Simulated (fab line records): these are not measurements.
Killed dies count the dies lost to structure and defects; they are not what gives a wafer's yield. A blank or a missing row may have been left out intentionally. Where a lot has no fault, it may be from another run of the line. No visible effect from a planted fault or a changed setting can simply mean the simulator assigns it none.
Chamber matching || flow nand-harc || NHARC_A_SGD_CUT_DESCUM_14 on rie-diel-10: 4 sister chambers
The step chemistry O2, time 3 s. 8 wafers are shown with their chamber, then 7 later ones without.

EACH WAFER AND ITS CHAMBER
{"wafer": "L079.3", "chamber": 2, "showerhead-plenum-p-Torr (Torr)": 1.83, "drypump-motor-current-A (A)": 4.9}
{"wafer": "L082.5", "chamber": 3, "showerhead-plenum-p-Torr (Torr)": 1.85, "drypump-motor-current-A (A)": 6.3}
{"wafer": "L082.6", "chamber": 0, "showerhead-plenum-p-Torr (Torr)": 1.93, "drypump-motor-current-A (A)": 6.0}
{"wafer": "L091.1", "chamber": 2, "showerhead-plenum-p-Torr (Torr)": 1.82, "drypump-motor-current-A (A)": 4.9}
{"wafer": "L091.4", "chamber": 1, "showerhead-plenum-p-Torr (Torr)": 1.85, "drypump-motor-current-A (A)": 5.7}
{"wafer": "L091.6", "chamber": 0, "showerhead-plenum-p-Torr (Torr)": 1.93, "drypump-motor-current-A (A)": 6.0}
{"wafer": "L093.1", "chamber": 3, "showerhead-plenum-p-Torr (Torr)": 1.85, "drypump-motor-current-A (A)": 6.3}
{"wafer": "L093.4", "chamber": 1, "showerhead-plenum-p-Torr (Torr)": 1.84, "drypump-motor-current-A (A)": 5.6}

WAFERS WITHOUT THEIR CHAMBER
{"wafer": "L093.5", "showerhead-plenum-p-Torr (Torr)": 1.93, "drypump-motor-current-A (A)": 6.0}
{"wafer": "L094.1", "showerhead-plenum-p-Torr (Torr)": 1.84, "drypump-motor-current-A (A)": 6.3}
{"wafer": "L094.3", "showerhead-plenum-p-Torr (Torr)": 1.93, "drypump-motor-current-A (A)": 6.1}
{"wafer": "L094.5", "showerhead-plenum-p-Torr (Torr)": 1.82, "drypump-motor-current-A (A)": 4.9}
{"wafer": "L095.2", "showerhead-plenum-p-Torr (Torr)": 1.82, "drypump-motor-current-A (A)": 5.0}
{"wafer": "L095.4", "showerhead-plenum-p-Torr (Torr)": 1.84, "drypump-motor-current-A (A)": 6.3}
{"wafer": "L095.5", "showerhead-plenum-p-Torr (Torr)": 1.93, "drypump-motor-current-A (A)": 6.1}

EACH ONE'S CHAMBER
{"wafer": "L093.5", "from the rows above": 0, "in truth": 0}
{"wafer": "L094.1", "from the rows above": 3, "in truth": 3}
{"wafer": "L094.3", "from the rows above": 0, "in truth": 0}
{"wafer": "L094.5", "from the rows above": 2, "in truth": 2}
{"wafer": "L095.2", "from the rows above": 2, "in truth": 2}
{"wafer": "L095.4", "from the rows above": 3, "in truth": 3}
{"wafer": "L095.5", "from the rows above": 0, "in truth": 0}
Correctly placed: 7 of 7. From these rows, 0 cannot be placed. Wrongly placed: 0.
How it was worked out, from the rows above alone: a wafer's distance from a chamber is the root of the sum, over the readings, of the square of ((its reading less the chamber's mean) divided by the reading's scatter). If the next closest chamber is less than 2 further off than the closest, the wafer can't be placed; otherwise it belongs to the closest. A chamber's mean is the mean of its shown wafers. How the scatter is found: for the shown wafers, subtract from each reading the mean of its chamber, square and add these, divide the total by (wafers less chambers), then take the root.
